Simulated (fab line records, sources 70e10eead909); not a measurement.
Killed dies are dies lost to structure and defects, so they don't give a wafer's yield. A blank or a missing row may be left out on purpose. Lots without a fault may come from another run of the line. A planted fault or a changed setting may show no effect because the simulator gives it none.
Which tool did it? | flow nand_harc | 13 lots, 39 wafers sampled, at 5 steps of a route of 1159

WHAT THE GAUGES READ, wafer by wafer
NHARC_A_BLC_OVL_MEAS_11.
lot  | measured     | on         | overlay_x_nm (nm) | overlay_y_nm (nm)
L565 | day 17 14:32 | overlay-01 | -0.8 -1.1 -1.2    | 0.1 0.0 0.6
L563 | day 17 21:02 | overlay-02 | 0.4 0.7 0.6       | -1.0 -0.7 -1.3
L567 | day 18 00:13 | overlay-01 | -2.1 -2.0 -2.5    | 0.0 -0.1 -0.2
L568 | day 18 05:28 | overlay-02 | 0.6 0.6 0.6       | 1.7 2.2 1.9
L569 | day 18 21:20 | overlay-01 | 0.2 0.0 0.0       | -2.1 -1.8 -1.7
L570 | day 18 22:57 | overlay-01 | -0.9 -0.2 -0.4    | -1.0 -1.4 -0.9
L572 | day 19 11:02 | overlay-02 | -0.5 -0.3 -0.3    | 0.4 0.2 -0.2
L576 | day 20 00:58 | overlay-02 | 1.5 1.3 0.8       | -0.8 -0.6 -1.1
L574 | day 20 10:44 | overlay-02 | 0.1 0.9 0.8       | 0.5 0.1 0.1
L585 | day 22 05:44 | overlay-01 | -0.5 0.0 0.1      | 1.1 0.6 0.6
L583 | day 22 11:19 | overlay-02 | 1.8 1.1 1.3       | 2.0 2.7 2.5
L582 | day 22 17:42 | overlay-02 | 0.7 0.9 0.3       | 0.5 1.2 0.9
L586 | day 23 01:57 | overlay-01 | 0.6 0.5 1.3       | 1.8 1.6 0.9

NHARC_A_M0_OVL_MEAS_10: pitch 160 nm.
lot  | measured     | on         | overlay_x_nm (nm) | overlay_y_nm (nm)
L565 | day 17 18:31 | overlay-02 | -1.0 -1.4 -1.0    | 1.8 1.4 1.3
L563 | day 18 01:05 | overlay-01 | 0.8 1.1 0.4       | 1.3 1.1 1.9
L567 | day 18 06:26 | overlay-02 | 0.5 0.8 1.3       | 0.8 0.4 0.4
L568 | day 18 09:39 | overlay-01 | 0.6 0.3 0.2       | -0.7 -0.8 -0.4
L569 | day 19 03:49 | overlay-02 | -3.0 -3.1 -2.3    | 0.0 -0.5 -1.0
L570 | day 19 04:49 | overlay-01 | 1.1 1.5 1.1       | 0.1 0.0 0.0
L572 | day 19 15:20 | overlay-02 | 0.3 0.4 0.0       | -0.9 -0.9 -1.6
L576 | day 20 09:52 | overlay-02 | -0.9 -1.0 -1.1    | 0.1 0.1 0.6
L574 | day 20 18:24 | overlay-02 | 0.2 0.0 0.8       | -0.4 0.2 -0.2
L585 | day 22 09:38 | overlay-02 | -1.0 -0.6 -0.9    | 0.5 0.6 0.7
L583 | day 22 17:49 | overlay-01 | 0.6 0.3 0.7       | 0.1 0.8 0.2
L582 | day 23 00:54 | overlay-02 | -0.2 0.2 0.5      | 0.3 0.1 -0.3
L586 | day 23 06:07 | overlay-02 | -0.6 -0.8 -0.2    | -1.0 -0.8 -0.9

NHARC_END_SORT_01.
lot  | measured     | on        | killed_at_array | killed_at_other | killed_at_periphery | killed_dies | killed_open | killed_short
L572 | day 21 13:56 | prober-02 | 19 18 13        | 0 1 0           | 4 7 8               | 23 26 21    | 1 2 2       | 3 3 1
L576 | day 22 01:44 | prober-01 | 13 16 17        | 0 0 0           | 1 3 2               | 14 19 19    | 0 6 4       | 1 1 3
L574 | day 22 18:03 | prober-01 | 38              | 0               | 1                   | 39          | 4           | 1

WHICH TOOL RAN EACH LOT (tool, then ch and the chambers of the sampled wafers, then the start)
lot  | NHARC_A_BLC_DESCUM_15              | NHARC_A_BLC_ALD_23
L565 | rie_diel-12 ch 0,2,3, day 17 14:38 | ald_metal-03 ch 0,2,3, day 17 16:28
L563 | rie_diel-12 ch 0,1, day 17 21:08   | ald_metal-03 ch 0,1,3, day 17 22:58
L567 | rie_diel-05 ch 1,2,3, day 18 00:19 | ald_metal-02 ch 1,2,3, day 18 02:32
L568 | rie_diel-06 ch 1,3, day 18 05:33   | ald_metal-03 ch 0,2,3, day 18 07:25
L569 | rie_diel-12 ch 0,1, day 18 21:25   | ald_metal-04 ch 0,2, day 18 23:16
L570 | rie_diel-05 ch 0,1,2, day 18 23:04 | ald_metal-02 ch 0,1,2, day 19 01:02
L572 | rie_diel-12 ch 1,2, day 19 11:08   | ald_metal-04 ch 1,3, day 19 13:13
L576 | rie_diel-06 ch 1,2,3, day 20 01:03 | ald_metal-04 ch 1,2,3, day 20 02:56
L574 | rie_diel-06 ch 2,3, day 20 10:50   | ald_metal-04 ch 0,3, day 20 12:41
L585 | rie_diel-05 ch 0,1,3, day 22 05:50 | ald_metal-03 ch 1,2,3, day 22 07:40
L583 | rie_diel-05 ch 0,2,3, day 22 11:26 | ald_metal-03 ch 1,3, day 22 13:17
L582 | rie_diel-12 ch 1,2,3, day 22 17:49 | ald_metal-02 ch 0,2, day 22 19:47
L586 | rie_diel-05 ch 1,2,3, day 23 02:03 | ald_metal-03 ch 1,3, day 23 03:52
- NHARC_A_BLC_DESCUM_15: chemistry O2, time 3 s.
- NHARC_A_BLC_ALD_23: deposits TiN, target thk 3 nm, pulse time 1 s, ald cycles 150.

WHAT THE TOOLS THEMSELVES READ (means of the sampled wafers that have a number; where no wafer has one, the mark that the record gives instead)
NHARC_A_BLC_DESCUM_15.
lot  | tool        | drypump_motor_current_A (A) | o2_flow_sccm (sccm) | oes_product_au (a.u.) | rf_vpp_V (V) | showerhead_plenum_p_Torr (Torr) | throttle_valve_pct (%)
L565 | rie_diel-12 | 6.0                         | 200.1               | 1.002                 | 57.5         | 1.89                            | 11.313
L563 | rie_diel-12 | 6.3                         | 199.7               | 0.993                 | 57.4         | 1.89                            | 11.310
L567 | rie_diel-05 | 5.7                         | 199.9               | 0.996                 | 57.7         | 1.88                            | 11.316
L568 | rie_diel-06 | 5.1                         | 199.9               | 0.998                 | 58.9         | 1.95                            | 11.316
L569 | rie_diel-12 | 5.8                         | 200.0               | 0.996                 | 58.0         | 1.93                            | 11.311
L570 | rie_diel-05 | 5.7                         | 199.7               | 0.989                 | 58.0         | 1.92                            | 11.308
L572 | rie_diel-12 | 5.7                         | 199.7               | 0.999                 | 57.9         | 1.88                            | 11.308
L576 | rie_diel-06 | 5.1                         | 200.5               | 1.003                 | 57.5         | 1.99                            | 11.314
L574 | rie_diel-06 | 4.9                         | 200.1               | 0.991                 | 58.4         | 2.03                            | 11.301
L585 | rie_diel-05 | 5.4                         | 200.3               | 0.993                 | 57.5         | 1.84                            | 11.306
L583 | rie_diel-05 | 5.7                         | 199.8               | 1.003                 | 58.0         | 1.90                            | 11.300
L582 | rie_diel-12 | 5.7                         | 200.4               | 0.992                 | 58.2         | 1.93                            | 11.314
L586 | rie_diel-05 | 5.8                         | 200.5               | 0.997                 | 57.4         | 1.87                            | 11.303

NHARC_A_BLC_ALD_23.
lot  | tool         | heater_power_w (W) | precursor_pulse_height_rel
L565 | ald_metal-03 | 1022               | 0.994
L563 | ald_metal-03 | 1020               | 0.985
L567 | ald_metal-02 | 1104               | 1.011
L568 | ald_metal-03 | 1027               | 1.004
L569 | ald_metal-04 | 1108               | 0.977
L570 | ald_metal-02 | 1059               | 0.974
L572 | ald_metal-04 | 927                | 1.014
L576 | ald_metal-04 | 1001               | 0.994
L574 | ald_metal-04 | 953                | 1.022
L585 | ald_metal-03 | 956                | 1.002
L583 | ald_metal-03 | 975                | 0.989
L582 | ald_metal-02 | 1159               | 0.987
L586 | ald_metal-03 | 965                | 0.988

THE ANSWER, worked out from the rows above alone
Rule: what is usual is taken from the lots themselves. Put in order of their means at a reading, lots are off if they are a third of the lots or fewer, leave a main group of 4 or more, and stand apart from it by a gap of 3 or more times the standard deviation of the main group's means; of several such gaps the widest counts. A main group whose means are all the same, to the digits that the tables above print for the reading, isn't used. A lot without any number at a reading at which 4 lots or more have one is off too. The other lots that the step has rows for count as sound. The gauges are gone through in route order, then the tools' own readings, and for those a lot's mean is taken as printed above. The first step at which some lot is off is used, and at that step the reading that is off furthest; a lot without a number counts as furthest.
No lot is off at any reading shown: from this, nothing can be told.

WHAT THE SIMULATOR HAD PUT IN
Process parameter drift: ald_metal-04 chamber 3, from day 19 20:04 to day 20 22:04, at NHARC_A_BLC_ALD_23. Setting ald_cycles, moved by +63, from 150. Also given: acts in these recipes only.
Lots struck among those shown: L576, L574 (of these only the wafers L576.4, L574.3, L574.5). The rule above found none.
